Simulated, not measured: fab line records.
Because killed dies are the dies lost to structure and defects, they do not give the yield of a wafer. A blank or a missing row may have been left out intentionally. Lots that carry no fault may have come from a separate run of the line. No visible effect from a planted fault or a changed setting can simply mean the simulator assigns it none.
fab line records | flow nand-harc
record: lots: 6 wafers: 18 last-day: 25
route steps=1159 shown A_M0@1004 A_M1@1026 END@1159
lots with no fault: from the same line, run without faults
start-h: the number of hours between the record's first day and the start of the first shown wafer of the lot | wait-h: how many hours have passed since the lot's step before this one | " as in the row above | L1.1+2: a single row standing in for several wafers | - value missing, or start not given | * or withheld: withheld | < > ~ a bound
route shown NAME@n: names a module that has steps shown in the file, with the first one's number in the route | usual: average and standard deviation across the fault-free wafers | same: alike in all rows | chamber/n: place in a boat | sites: readings site by site | _std_site: standard deviation of those values | _edge_site: the outer-site mean with the inner-site mean subtracted | radius-mm: for every site, how far away it sits from the centre of the wafer | mask NAME#n: copy n | behind: the most recent tool/chamber to have shaped the wafer | hold: the reason the lot was held/the length of the hold in hours/how it ended | device: the transistor (n, p or np) that didn't switch | end of line: at the end of the route, the tests of the same wafers | a step with no rows: only its recipe | killed: dies lost to structure and defects at the first sort, not the wafer's yield | map: per-die view of a wafer (x killed, . not killed, _ where there is no die)
set.NAME: the setting the step ran with; set.NAME@STEP: the setting that earlier step ran with | model.NAME: the simulator's own value behind a step, which no gauge read
a table for each step, a row for each wafer; lots at some steps of the route
services: a tool's chamber out of use, with start hour (start-h, from the record's first day; less than 0 if before it), hours out, and reason
== steps ==
step: NHARC_A_M0_CD_MEAS_09
recipe: target-cd-nm: 80 landing-energy-ev: 500
usual: cd-nm: 80.0/0.64
columns lot.wafer tool chamber start-h wait-h cd-nm
L175.1 cd-sem-02 0 426.23 - 79.9
L175.3 " 0 " " 79.5
L175.4 " 0 " " 80.1
L177.1 cd-sem-03 0 442.01 - 79.5
L177.4 " 0 " " 80.3
L177.6 " 0 " " 79.3
L182.1 cd-sem-02 0 472.44 - 79.8
L182.2 " 0 " " 80.7
L182.6 " 0 " " 81.3
L187.2 cd-sem-02 0 503.18 - 79.7
L187.4 " 0 " " 79.3
L187.5 " 0 " " 78.1
L190.4 cd-sem-01 0 528.33 - 80.6
L190.5 " 0 " " 79.6
L190.6 " 0 " " 80.2
L192.1 cd-sem-01 0 560.83 - 80.6
L192.4 " 0 " " 79.2
L192.6 " 0 " " 79.9
step: NHARC_A_M0_OVL_MEAS_10
recipe: pitch-nm: 160
usual: overlay-x-nm: 0.1/0.78 overlay-y-nm: -0.2/0.78
columns lot.wafer tool chamber start-h wait-h overlay-x-nm overlay-y-nm
L175.1 overlay-01 - 426.32 - 0.1 -1.1
L175.3 " - " " 0.2 -1.3
L175.4 " - " " 0.2 -0.5
L177.1 overlay-02 - 442.10 - 0.5 1.0
L177.4 " - " " 0.6 0.2
L177.6 " - " " 0.8 0.5
L182.1 overlay-01 - 472.52 - 1.5 1.0
L182.2 " - " " 0.9 0.5
L182.6 " - " " 0.7 0.5
L187.2 overlay-02 - 503.26 - 1.7 -0.2
L187.4 " - " " 1.5 -0.1
L187.5 " - " " 1.7 -0.4
L190.4 overlay-01 - 528.41 - 1.1 0.2
L190.5 " - " " 1.4 0.2
L190.6 " - " " 0.9 0.0
L192.1 overlay-02 - 560.92 - 0.1 0.3
L192.4 " - " " 0.1 -0.1
L192.6 " - " " -0.5 -0.2
step: NHARC_A_M0_INSPECT_11
usual: raw-defect-count: 29/12
columns lot.wafer tool chamber start-h wait-h raw-defect-count
L175.1 defect-inspect-02 - 426.36 0.0 20
L175.3 " - " " 16
L175.4 " - " " 23
L177.1 defect-inspect-02 - 442.14 0.0 32
L177.4 " - " " 22
L177.6 " - " " 25
L182.1 defect-inspect-02 - 472.56 0.0 43
L182.2 " - " " 43
L182.6 " - " " 39
L187.2 defect-inspect-01 - 503.30 0.0 38
L187.4 " - " " 26
L187.5 " - " " 30
L190.4 defect-inspect-01 - 528.45 0.0 23
L190.5 " - " " 49
L190.6 " - " " 46
L192.1 defect-inspect-02 - 560.96 0.0 57
L192.4 " - " " 44
L192.6 " - " " 57
step: NHARC_A_M0_DESCUM_14
recipe: time-s: 3 o2-flow-sccm: 200 ar-flow-sccm: 0 bias-power-w: 0 chemistry: O2
step: NHARC_A_M0_ETCH_34
recipe: target-depth-a: 400 overetch-a: 120 time-s: 43.94 ion-energy-ev: 200 n2-flow-sccm: 150 h2-flow-sccm: 150 ar-flow-sccm: 0 rf-w: 400 bias-w: 150 chemistry: N2/H2
step: NHARC_A_M0_ETCH_15
recipe: target-depth-a: 1500 overetch-a: 150 time-s: 82.5 c4f8-flow-sccm: withheld ar-flow-sccm: 400 rf-w: 600 bias-w: 300 chemistry: C4F8/Ar
step: NHARC_A_M0_CD_MEAS_16
usual: cd-nm: 80.0/0.78
columns lot.wafer tool chamber start-h wait-h cd-nm
L175.1 cd-sem-02 - 426.72 - 78.9
L175.3 " - " " 78.1
L175.4 " - " " 79.7
L177.1 cd-sem-02 - 442.50 - 78.6
L177.4 " - " " 80.2
L177.6 " - " " 80.5
L182.1 cd-sem-03 - 472.92 - 80.0
L182.2 " - " " 80.3
L182.6 " - " " 81.0
L187.2 cd-sem-01 - 503.66 - 79.6
L187.4 " - " " 80.2
L187.5 " - " " 78.5
L190.4 cd-sem-02 - 528.81 - 79.4
L190.5 " - " " 79.5
L190.6 " - " " 79.6
L192.1 cd-sem-02 - 561.32 - 80.8
L192.4 " - " " 80.4
L192.6 " - " " 79.7
step: NHARC_A_M0_STRIP_18
recipe: power-w: 1000 n2-flow-sccm: 150 h2-flow-sccm: 150 ar-flow-sccm: 0 bias-w: 0 chemistry: N2/H2
step: NHARC_A_M0_STRIP_19
recipe: time-s: 600 temp-c: 30 chemistry: post-etch-residue-remover
step: NHARC_A_M0_DEGAS_28
recipe: temp-c: 250 time-s: 60
usual: heater-power-w: 335/26
columns lot.wafer tool chamber start-h wait-h heater-power-w
L175.4 pvd-sputter-01 - 427.38 - 360
L175.3 " - " " 393
L175.1 " - " " 294
L177.1 pvd-sputter-02 - 443.17 - 336
L177.4 " - " " 339
L177.6 " - " " 323
L182.2 pvd-sputter-02 - 473.54 - 316
L182.1 " - " " 328
L182.6 " - " " 337
L187.4 pvd-sputter-03 - 504.28 - 298
L187.2 " - " " 327
L187.5 " - " " 339
L190.4 pvd-sputter-02 - 529.42 - 328
L190.6 " - " " 304
L190.5 " - " " 348
L192.4 pvd-sputter-01 - 561.94 - 399
L192.1 " - " " 293
L192.6 " - " " 374
step: NHARC_A_M0_PRE_CLEAN_29
recipe: time-s: 30 temp-c: 280 gas: H2/He
usual: heater-power-w: 410/34
columns lot.wafer tool chamber start-h wait-h heater-power-w
L175.1 pvd-sputter-01 - - - 351
L175.3 " - " " 466
L175.4 " - " " 475
L177.1 pvd-sputter-02 - - - 415
L177.4 " - " " 382
L177.6 " - " " 412
L182.2 pvd-sputter-02 - - - 374
L182.1 " - " " 417
L182.6 " - " " 414
L187.4 pvd-sputter-03 - - - 371
L187.2 " - " " 417
L187.5 " - " " 386
L190.4 pvd-sputter-02 - - - 413
L190.6 " - " " 416
L190.5 " - " " 396
L192.4 pvd-sputter-01 - - - 457
L192.1 " - " " 483
L192.6 " - " " 349
step: NHARC_A_M0_PVD_20
recipe: target-thk-a: 50 bias-v: 168.6 power-w: 15000 chamber-pressure-pa: 0.12 time-s: 8.06 substrate-temp-c: 50 material: TaN
step: NHARC_A_M0_PVD_21
recipe: target-thk-a: 300 chamber-pressure-pa: 5 power-w: 5000 substrate-temp-c: 30 time-s: 20.49 material: Cu
usual: throttle-valve-pct: 30.0/0.93
columns lot.wafer tool chamber start-h wait-h throttle-valve-pct
L175.4 pvd-sputter-01 - 427.61 - 30.5
L175.1 " - " " 28.6
L175.3 " - " " 30.7
L177.4 pvd-sputter-02 - 443.41 - 30.1
L177.1 " - " " 29.2
L177.6 " - " " 29.4
L182.2 pvd-sputter-02 - 473.76 - 30.4
L182.1 " - " " 29.4
L182.6 " - " " 30.2
L187.2 pvd-sputter-03 - 504.51 - 30.9
L187.4 " - " " 30.2
L187.5 " - " " 30.9
L190.4 pvd-sputter-02 - 529.66 - 30.2
L190.5 " - " " 31.1
L190.6 " - " " 29.1
L192.1 pvd-sputter-01 - 562.17 - 29.2
L192.4 " - " " 28.4
L192.6 " - " " 29.3
step: NHARC_A_M0_ECD_22
recipe: target-thk-a: 4000 bath-temp-c: 25 material: Cu
step: NHARC_A_M0_ANNEAL_30
recipe: temp-c: 225 time-s: 90
step: NHARC_A_M0_CMP_23
recipe: t-overpolish-s: 20 target-thk-nm: 113.75
step: NHARC_A_M0_SRD_25
step: NHARC_A_M0_INSPECT_27
usual: raw-defect-count: 440/110
columns lot.wafer tool chamber start-h wait-h raw-defect-count
L175.1 defect-inspect-01 - 428.96 0.0 499
L175.3 " - " " 564
L175.4 " - " " 528
L177.1 defect-inspect-01 - 444.71 0.0 492
L177.4 " - " " 584
L177.6 " - " " 439
L182.1 defect-inspect-02 - 475.08 0.0 518
L182.2 " - " " 404
L182.6 " - " " 641
L187.2 defect-inspect-02 - 505.85 0.0 452
L187.4 " - " " 395
L187.5 " - " " 453
L190.4 defect-inspect-02 - 531.03 0.0 530
L190.5 " - " " 406
L190.6 " - " " 467
L192.1 defect-inspect-01 - 563.49 0.0 827
L192.4 " - " " 341
L192.6 " - " " 357
step: NHARC_A_M0_PRE_CLEAN_31
recipe: time-s: 12 temp-c: 370 rf-power-w: 300 gas: NH3
step: NHARC_A_M0_DEP_32
recipe: target-thk-a: 300 temp-c: 370 target-thk-nm: 30 pressure-torr: 3 flow-sccm: 200 rf-w: 450 material: SiCN
usual: heater-power-w: 575/44
columns lot.wafer tool chamber start-h wait-h heater-power-w
L175.1 pecvd-04 1 429.60 0.1 642
L175.3 " 0 " " 601
L175.4 " 0 " " 605
L177.1 pecvd-03 1 444.94 0.1 602
L177.6 " 2 " " 630
L177.4 " 0 " " 627
L182.1 pecvd-04 1 475.33 0.1 550
L182.2 " 2 " " 574
L182.6 " 0 " " 550
L187.2 pecvd-04 2 506.10 0.1 548
L187.4 " 0 " " 615
L187.5 " 2 " " 559
L190.4 pecvd-04 0 531.31 0.2 617
L190.6 " 1 " " 633
L190.5 " 2 " " 546
L192.1 pecvd-03 0 563.63 0.1 519
L192.4 " 0 " " 527
L192.6 " 1 " " 558
step: NHARC_A_M1_DEP_00
recipe: target-thk-a: 1825 target-thk-nm: 182.5 temp-c: withheld pressure-torr: 5 flow-sccm: 200 rf-w: 600 material: SiOC
step: NHARC_A_M1_DEHYDRATE_01
recipe: temp-c: 150 time-s: 120
step: NHARC_A_M1_HMDS_02
recipe: time-s: 30
step: NHARC_A_M1_COAT_34
recipe: temp-c: 200 time-s: 65
step: NHARC_A_M1_COAT_03
recipe: spin-rpm: 1500 resist-thk-nm: 90
step: NHARC_A_M1_SOFTBAKE_04
recipe: temp-c: 105 time-s: 55
step: NHARC_A_M1_EBR_05
step: NHARC_A_M1_EXPOSE_06
recipe: na: 1.35 target-cd-nm: 120 dose-mj: 75.13 mask-id: A_M1
step: NHARC_A_M1_PEB_07
recipe: peb-temp-c: 100 peb-time-s: 65
step: NHARC_A_M1_DEVELOP_08
recipe: develop-time-s: 35 dev-temp-c: 23
step: NHARC_A_M1_CD_MEAS_09
recipe: target-cd-nm: 120 landing-energy-ev: 500
usual: cd-nm: 119.9/0.67
columns lot.wafer tool chamber start-h wait-h cd-nm
L175.1 cd-sem-02 0 431.04 - 120.9
L175.3 " 0 " " 120.2
L175.4 " 0 " " 120.0
L177.1 cd-sem-03 0 445.98 - 119.5
L177.6 " 0 " " 119.1
L182.1 cd-sem-03 0 476.60 - 120.4
L187.2 cd-sem-03 0 507.23 - 119.4
L187.4 " 0 " " 119.4
L187.5 " 0 " " 118.2
L190.4 cd-sem-02 0 532.42 - 119.8
L190.5 " 0 " " 120.5
L190.6 " 0 " " 120.5
L192.1 cd-sem-03 0 564.73 - 120.1
L192.4 " 0 " " 119.5
L192.6 " 0 " " 119.6
step: NHARC_A_M1_OVL_MEAS_10
recipe: pitch-nm: 240
usual: overlay-x-nm: -0.2/0.55 overlay-y-nm: -0.2/0.94
columns lot.wafer tool chamber start-h wait-h overlay-x-nm overlay-y-nm
L175.1 overlay-02 - 431.13 - 0.5 -0.7
L175.3 " - " " 0.7 -0.8
L175.4 " - " " 0.6 -0.6
L177.1 overlay-02 - 446.07 - 0.5 -0.9
L177.6 " - " " 0.7 -0.3
L182.1 overlay-01 - 476.69 - -0.5 -0.8
L187.2 overlay-01 - 507.32 - 0.7 0.7
L187.4 " - " " -0.1 0.9
L187.5 " - " " 0.4 0.8
L190.4 overlay-02 - 532.50 - 0.3 0.2
L190.5 " - " " -0.1 0.6
L190.6 " - " " 0.2 0.4
L192.1 overlay-02 - 564.82 - -0.6 0.5
L192.4 " - " " -0.8 0.6
L192.6 " - " " -0.9 0.4
step: NHARC_A_M1_INSPECT_11
usual: raw-defect-count: 30/13
columns lot.wafer tool chamber start-h wait-h raw-defect-count
L175.1 defect-inspect-02 - 431.16 0.0 22
L175.3 " - " " 17
L175.4 " - " " 22
L177.1 defect-inspect-02 - 446.10 0.0 31
L177.6 " - " " 23
L182.1 defect-inspect-01 - 476.72 0.0 43
L187.2 defect-inspect-01 - 507.36 0.0 43
L187.4 " - " " 32
L187.5 " - " " 33
L190.4 defect-inspect-02 - 532.54 0.0 24
L190.5 " - " " 49
L190.6 " - " " 46
L192.1 defect-inspect-01 - 564.86 0.0 61
L192.4 " - " " 48
L192.6 " - " " 52
step: NHARC_A_M1_DESCUM_14
recipe: time-s: 3 o2-flow-sccm: 200 ar-flow-sccm: 0 bias-power-w: 0 chemistry: O2
step: NHARC_A_M1_ETCH_35
recipe: target-depth-a: 400 overetch-a: 120 time-s: 43.94 ion-energy-ev: 200 n2-flow-sccm: 150 h2-flow-sccm: 150 ar-flow-sccm: 0 rf-w: 400 bias-w: 150 chemistry: N2/H2
step: NHARC_A_M1_ETCH_15
recipe: target-depth-a: 1825 time-s: 91.2 c4f8-flow-sccm: withheld ar-flow-sccm: 400 rf-w: 600 bias-w: 300 chemistry: C4F8/Ar
usual: oes-product-au: 0.953/0.023 rf-vpp-V: 441.9/2.2
columns lot.wafer tool chamber start-h wait-h oes-product-au rf-hours-counter-h rf-vpp-V
L175.3 rie-diel-10 0 - - 0.988 4 440.1
L175.4 " 1 " " 0.955 5 442.7
L175.1 " 2 " " 0.962 5 444.9
L177.1 rie-diel-10 3 - - 0.916 6 443.7
L177.6 " 0 " " 0.920 - 438.5
L182.1 rie-diel-03 2 - - 0.925 5 442.6
L187.2 rie-diel-10 0 - - 0.935 11 438.2
L187.4 " 3 " " 0.914 - 445.0
L187.5 " 0 " " 0.925 - 439.3
L190.4 rie-diel-11 2 - - 0.995 3 443.8
L190.5 " 0 " " 0.960 - 440.4
L190.6 " 1 " " 0.965 - 441.4
L192.1 rie-diel-10 3 - - 0.911 1 444.4
L192.4 " 0 " " 0.916 1 438.8
L192.6 " 3 " " 0.913 - 443.6
step: NHARC_A_M1_CD_MEAS_16
usual: cd-nm: 120.1/0.81
columns lot.wafer tool chamber start-h wait-h cd-nm
L175.1 cd-sem-03 - 431.53 - 122.1
L175.3 " - " " 120.4
L175.4 " - " " 120.4
L177.1 cd-sem-01 - 446.47 - 119.9
L177.6 " - " " 120.6
L182.1 cd-sem-03 - 477.09 - 119.7
L187.2 cd-sem-02 - 507.78 - 119.5
L187.4 " - " " 118.9
L187.5 " - " " 118.1
L190.4 cd-sem-01 - 532.91 - 119.1
L190.5 " - " " 119.9
L190.6 " - " " 120.0
L192.1 cd-sem-01 - 565.22 - 119.8
L192.4 " - " " 119.7
L192.6 " - " " 119.8
step: NHARC_A_M1_STRIP_18
recipe: power-w: 1000 n2-flow-sccm: 150 h2-flow-sccm: 150 ar-flow-sccm: 0 bias-w: 0 chemistry: N2/H2
step: NHARC_A_M1_ETCH_28
recipe: target-depth-a: 300 over-etch-frac: 0.3 time-s: 72.99 ion-energy-ev: 150 cf4-flow-sccm: 50 n2-flow-sccm: 100 ar-flow-sccm: 150 rf-w: 300 bias-w: 100 chemistry: CF4/N2
usual: cf4-flow-sccm: 50.01/0.16 drypump-motor-current-A: 5.54/0.28 mfc-ar-sccm: 150.0/0.47 oes-product-au: 0.998/0.0093 rf-vpp-V: 315.2/1.8 showerhead-plenum-p-Torr: 2.69/0.091 throttle-valve-pct: 19.795/0.0085
columns lot.wafer tool chamber start-h wait-h cf4-flow-sccm drypump-motor-current-A mfc-ar-sccm oes-product-au rf-hours-counter-h rf-vpp-V showerhead-plenum-p-Torr throttle-valve-pct
L175.1 rie-diel-10 2 - - 49.77 5.40 149.7 0.997 5 316.2 2.79 19.798
L175.3 " 3 " " 50.24 5.18 149.1 0.999 5 317.4 2.78 19.793
L175.4 " 1 " " 50.12 5.45 149.4 0.997 5 316.0 2.71 19.793
L177.1 rie-diel-10 3 - - 49.93 5.22 149.7 0.996 6 317.3 2.78 19.792
L177.6 " 0 " " 50.12 5.93 149.3 1.013 - 311.7 2.53 19.797
L182.1 rie-diel-10 1 - - 50.19 5.46 150.1 1.003 9 316.5 2.71 19.813
L187.4 rie-diel-03 1 - - 49.92 6.00 150.0 1.005 8 318.3 2.78 19.814
L187.2 " 3 " " 49.97 5.47 149.6 0.994 9 316.3 2.74 19.790
L187.5 " 2 " " 50.04 5.34 149.7 0.994 - 314.9 2.73 19.794
L190.4 rie-diel-11 3 - - 50.00 5.22 149.2 0.988 4 314.3 2.66 19.791
L190.5 " 3 " " 50.27 5.20 149.7 0.992 - 315.0 2.66 19.798
L190.6 " 0 " " 49.98 5.82 150.8 0.994 - 311.5 2.56 19.805
L192.1 rie-diel-03 1 - - 49.78 5.93 150.3 0.994 11 317.0 2.78 19.786
L192.4 " 2 " " 49.82 5.35 149.3 0.989 13 315.1 2.73 19.786
L192.6 " 0 " " 49.93 5.94 149.3 1.009 - 314.8 2.55 19.802
step: NHARC_A_M1_STRIP_19
recipe: time-s: 600 temp-c: 30 chemistry: post-etch-residue-remover
step: NHARC_END_SORT_01
recipe: temp-c: 25
usual: defect-limited-yield: 95.6/1.4 killed-at-array: 26/9 killed-at-other: 0.8/1.2 killed-at-periphery: 3.2/2.3 killed-dies: 30/9.1 killed-open: 3.5/2 killed-short: 1.8/1.4 sort_bin_2_pct: 1.4/0.59 sort_bin_3_pct: 0.25/0.22 sort_bin_4_pct: 2.8/0.91 sort-n-pass: 647/9.1 sort-rim-yield-pct: 95.4/3 sort-yield-pct: 95.6/1.4
same: gross-dies: 677 sort_bin_5_pct[%]: 0 sort_bin_6_pct[%]: 0 sort_bin_7_pct[%]: 0 sort_bin_8_pct[%]: 0 sort-rim-n-gross: 106.00
columns lot.wafer tool chamber start-h wait-h defect-limited-yield[%] killed-at-array killed-at-other killed-at-periphery killed-dies killed-open killed-short sort_bin_2_pct[%] sort_bin_3_pct[%] sort_bin_4_pct[%] sort-n-pass sort-rim-yield-pct[%] sort-yield-pct[%]
L177.1 prober-02 0 481.40 2.5 94.8 24 0 11 35 6 4 1.6 0.30 3.2 642 93.4 94.8
L177.4 prober-02 0 483.80 3.4 0 670 0 7 677 6 0 97.3 0.30 2.4 0 0 0
L177.6 prober-02 0 485.40 4.0 95.1 24 1 8 33 7 3 2.1 0.15 2.7 644 91.5 95.1
L182.1 prober-01 0 514.06 2.5 93.6 42 0 1 43 4 2 1.8 0.15 4.4 634 95.3 93.6
L182.2 prober-01 0 514.86 2.8 0 675 0 2 677 4 1 95.1 0.15 4.7 0 0 0
L182.6 prober-01 0 518.07 4.0 0 676 0 1 677 2 4 95.4 0.30 4.3 0 0 0
L190.4 prober-02 0 578.18 3.4 96.9 20 0 1 21 4 1 1.2 0.30 1.6 656 93.4 96.9
L190.5 prober-02 0 578.99 3.7 95.9 28 0 0 28 2 1 0.9 0.74 2.5 649 92.5 95.9
L190.6 prober-02 0 579.80 4.1 94.7 33 0 3 36 3 1 1.0 0.30 4.0 641 89.6 94.7
L192.1 prober-02 0 600.49 2.5 93.4 38 0 7 45 1 2 2.5 0.44 3.7 632 91.5 93.4
L192.4 prober-02 0 602.88 3.4 93.1 43 0 4 47 5 2 2.2 0.74 4.0 630 89.6 93.1
L192.6 prober-02 0 604.48 4.0 92.2 48 0 5 53 5 3 2.2 0.44 5.2 624 87.7 92.2
killed by level:class
L177.1 A_SLIT:chamber-film-flake=10 P_M2:chamber-film-flake=5 A_CONTACT:chamber-film-flake=4 A_CONTACT:geometric-particle:open=3 A_STAIRCASE:chamber-film-flake=3 P_ZERO_WELL:chamber-film-flake=2 P_CONTACT:geometric-particle:open=1 P_M0:geometric-particle:open=1
L177.4 A_M0:area-pvd=653 A_SLIT:chamber-film-flake=8 P_M2:chamber-film-flake=3 A_STAIRCASE:chamber-film-flake=3 A_CONTACT:geometric-particle:open=2 A_CONTACT:chamber-film-flake=2 P_GATE:geometric-particle:open=1 P_CONTACT:geometric-particle:open=1
L177.6 A_SLIT:chamber-film-flake=9 A_CONTACT:chamber-film-flake=5 A_STAIRCASE:chamber-film-flake=4 P_M2:chamber-film-flake=3 P_M0:geometric-particle:open=2 P_CONTACT:geometric-particle:open=1 P_M1:geometric-particle:open=1 A_SOURCE_PLATE:geometric-particle:open=1
L182.1 A_SLIT:chamber-film-flake=16 A_CHANNEL_HOLE_D1:chamber-film-flake=15 A_STAIRCASE:chamber-film-flake=2 A_WL_FILL:chamber-film-flake=2 A_CONTACT:chamber-film-flake=2 P_M0:geometric-particle:open=1 A_ONON_D1:geometric-particle:short=1 A_CHANNEL_FILL_D1:geometric-particle:open=1
L182.2 A_M0:area-pvd=635 A_CHANNEL_HOLE_D1:chamber-film-flake=16 A_SLIT:chamber-film-flake=9 A_CONTACT:chamber-film-flake=9 A_ONON_D1:geometric-particle:open=2 A_STAIRCASE:chamber-film-flake=2 P_CONTACT:geometric-particle:open=1 A_CONTACT:geometric-particle:open=1
L182.6 A_M0:area-pvd=642 A_CHANNEL_HOLE_D1:chamber-film-flake=12 A_SLIT:chamber-film-flake=12 A_CONTACT:chamber-film-flake=5 P_CONTACT:geometric-particle:short=1 A_ONON_D1:geometric-particle:short=1 A_SGD_CUT:geometric-particle:open=1 A_WL_FILL:geometric-particle:short=1
L190.4 A_SLIT:chamber-film-flake=9 A_CHANNEL_HOLE_D1:chamber-film-flake=6 A_ONON_D1:geometric-particle:open=2 P_M1:geometric-particle:open=1 A_ONON_D1:geometric-particle:short=1 A_CONTACT:geometric-particle:open=1 A_ZERO_WELL:chamber-film-flake=1
L190.5 A_SLIT:chamber-film-flake=13 A_CHANNEL_HOLE_D1:chamber-film-flake=6 A_STAIRCASE:chamber-film-flake=3 A_CONTACT:chamber-film-flake=2 A_CHANNEL_FILL_D1:geometric-particle:short=1 A_SGD_CUT:geometric-particle:open=1 A_SLIT:geometric-particle:open=1 A_BONDPAD:chamber-film-flake=1
L190.6 A_SLIT:chamber-film-flake=14 A_CONTACT:chamber-film-flake=8 A_STAIRCASE:chamber-film-flake=5 A_CHANNEL_HOLE_D1:chamber-film-flake=4 P_CONTACT:geometric-particle:open=2 P_M0:geometric-particle:open=1 A_ONON_D1:geometric-particle:short=1 A_ZERO_WELL:chamber-film-flake=1
L192.1 A_SLIT:chamber-film-flake=14 A_SGD_CUT:chamber-film-flake=8 A_CHANNEL_HOLE_D1:chamber-film-flake=7 P_STI:chamber-film-flake=4 A_STAIRCASE:chamber-film-flake=3 A_CONTACT:chamber-film-flake=3 P_GATE:geometric-particle:short=1 P_CONTACT:geometric-particle:short=1
L192.4 A_SLIT:chamber-film-flake=15 A_CHANNEL_HOLE_D1:chamber-film-flake=8 A_SGD_CUT:chamber-film-flake=7 A_CONTACT:chamber-film-flake=6 P_STI:chamber-film-flake=4 A_CONTACT:geometric-particle:open=2 A_SOURCE_PLATE:geometric-particle:short=1 A_SOURCE_PLATE:geometric-particle:open=1
L192.6 A_SLIT:chamber-film-flake=17 A_CHANNEL_HOLE_D1:chamber-film-flake=8 A_CONTACT:chamber-film-flake=6 A_STAIRCASE:chamber-film-flake=6 A_SGD_CUT:chamber-film-flake=4 P_STI:chamber-film-flake=3 A_M0:geometric-particle:open=2 P_CONTACT:geometric-particle:open=1
map L177.4 (x killed, . not)
____________x____________
_________xxxxxxx_________
_______xxxxxxxxxxx_______
______xxxxxxxxxxxxx______
_____xxxxxxxxxxxxxxx_____
____xxxxxxxxxxxxxxxxx____
____xxxxxxxxxxxxxxxxx____
___xxxxxxxxxxxxxxxxxxx___
___xxxxxxxxxxxxxxxxxxx___
__xxxxxxxxxxxxxxxxxxxxx__
__xxxxxxxxxxxxxxxxxxxxx__
_xxxxxxxxxxxxxxxxxxxxxxx_
_xxxxxxxxxxxxxxxxxxxxxxx_
_xxxxxxxxxxxxxxxxxxxxxxx_
_xxxxxxxxxxxxxxxxxxxxxxx_
_xxxxxxxxxxxxxxxxxxxxxxx_
xxxxxxxxxxxxxxxxxxxxxxxxx
xxxxxxxxxxxxxxxxxxxxxxxxx
xxxxxxxxxxxxxxxxxxxxxxxxx
xxxxxxxxxxxxxxxxxxxxxxxxx
xxxxxxxxxxxxxxxxxxxxxxxxx
_xxxxxxxxxxxxxxxxxxxxxxx_
_xxxxxxxxxxxxxxxxxxxxxxx_
_xxxxxxxxxxxxxxxxxxxxxxx_
_xxxxxxxxxxxxxxxxxxxxxxx_
_xxxxxxxxxxxxxxxxxxxxxxx_
__xxxxxxxxxxxxxxxxxxxxx__
__xxxxxxxxxxxxxxxxxxxxx__
___xxxxxxxxxxxxxxxxxxx___
___xxxxxxxxxxxxxxxxxxx___
____xxxxxxxxxxxxxxxxx____
____xxxxxxxxxxxxxxxxx____
_____xxxxxxxxxxxxxxx_____
______xxxxxxxxxxxxx______
_______xxxxxxxxxxx_______
_________xxxxxxx_________
____________x____________
map L182.2 (x killed, . not)
____________x____________
_________xxxxxxx_________
_______xxxxxxxxxxx_______
______xxxxxxxxxxxxx______
_____xxxxxxxxxxxxxxx_____
____xxxxxxxxxxxxxxxxx____
____xxxxxxxxxxxxxxxxx____
___xxxxxxxxxxxxxxxxxxx___
___xxxxxxxxxxxxxxxxxxx___
__xxxxxxxxxxxxxxxxxxxxx__
__xxxxxxxxxxxxxxxxxxxxx__
_xxxxxxxxxxxxxxxxxxxxxxx_
_xxxxxxxxxxxxxxxxxxxxxxx_
_xxxxxxxxxxxxxxxxxxxxxxx_
_xxxxxxxxxxxxxxxxxxxxxxx_
_xxxxxxxxxxxxxxxxxxxxxxx_
xxxxxxxxxxxxxxxxxxxxxxxxx
xxxxxxxxxxxxxxxxxxxxxxxxx
xxxxxxxxxxxxxxxxxxxxxxxxx
xxxxxxxxxxxxxxxxxxxxxxxxx
xxxxxxxxxxxxxxxxxxxxxxxxx
_xxxxxxxxxxxxxxxxxxxxxxx_
_xxxxxxxxxxxxxxxxxxxxxxx_
_xxxxxxxxxxxxxxxxxxxxxxx_
_xxxxxxxxxxxxxxxxxxxxxxx_
_xxxxxxxxxxxxxxxxxxxxxxx_
__xxxxxxxxxxxxxxxxxxxxx__
__xxxxxxxxxxxxxxxxxxxxx__
___xxxxxxxxxxxxxxxxxxx___
___xxxxxxxxxxxxxxxxxxx___
____xxxxxxxxxxxxxxxxx____
____xxxxxxxxxxxxxxxxx____
_____xxxxxxxxxxxxxxx_____
______xxxxxxxxxxxxx______
_______xxxxxxxxxxx_______
_________xxxxxxx_________
____________x____________
== services ==
columns tool chamber start-h hours kind
rie-diel-10 0 411.50 - clean
rie-diel-10 1 411.50 - clean
rie-diel-10 2 411.50 - clean
rie-diel-10 3 411.50 - clean
pvd-sputter-03 - 425.63 1.6 repair
rie-diel-03 0 432.71 12.3 repair
pvd-sputter-01 - 435.59 5.0 repair
rie-diel-10 0 436.00 - clean
rie-diel-10 1 436.00 - clean
rie-diel-10 2 436.00 - clean
pecvd-04 - 454.48 4.5 repair
pvd-sputter-03 - 463.02 10.0 pm
pecvd-03 - 473.26 13.0 pm
rie-diel-11 2 477.32 23.2 repair
rie-diel-10 2 496.06 15.7 repair
rie-diel-11 1 501.10 1.4 repair
rie-diel-11 0 502.42 6.5 repair
pvd-sputter-01 - 516.94 10.0 pm
rie-diel-11 - 525.51 0.7 repair
rie-diel-03 3 527.89 10.6 repair
rie-diel-10 - 530.71 9.0 pm
pvd-sputter-03 - 532.74 2.1 repair
rie-diel-11 - 543.50 9.0 pm
pecvd-04 - 557.34 13.0 pm
== key ==
first-sign: step: NHARC_END_SORT_01 reading: sort_bin_2_pct direction: up sigmas: 99+ usual: 1.4 struck: 96.0
effect: step: NHARC_END_SORT_01 reading: killed-at-array direction: up sigmas: 72 usual: 26 struck: 674
more-kills-born-at: NHARC_A_M0_PVD_21@pvd-sputter-02: 1930
met-at NHARC_A_M0_PVD_21
struck-wafers L177.4,L182.2,L182.6
later-rows-left-out L177.4,L182.2,L182.6
fault: kind: process-parameter-drift tool: pvd-sputter-02 chamber: - onset-h: 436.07 steps: NHARC_A_M0_PVD_21 channel: target-thk-a offset: * shape: step end-h: 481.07 acts-in: * stated: * scope: struck-wafers-only
later-rows-left-out: the simulator's readings of these wafers behind a module that went badly wrong aren't trusted and aren't shown, but for the sort
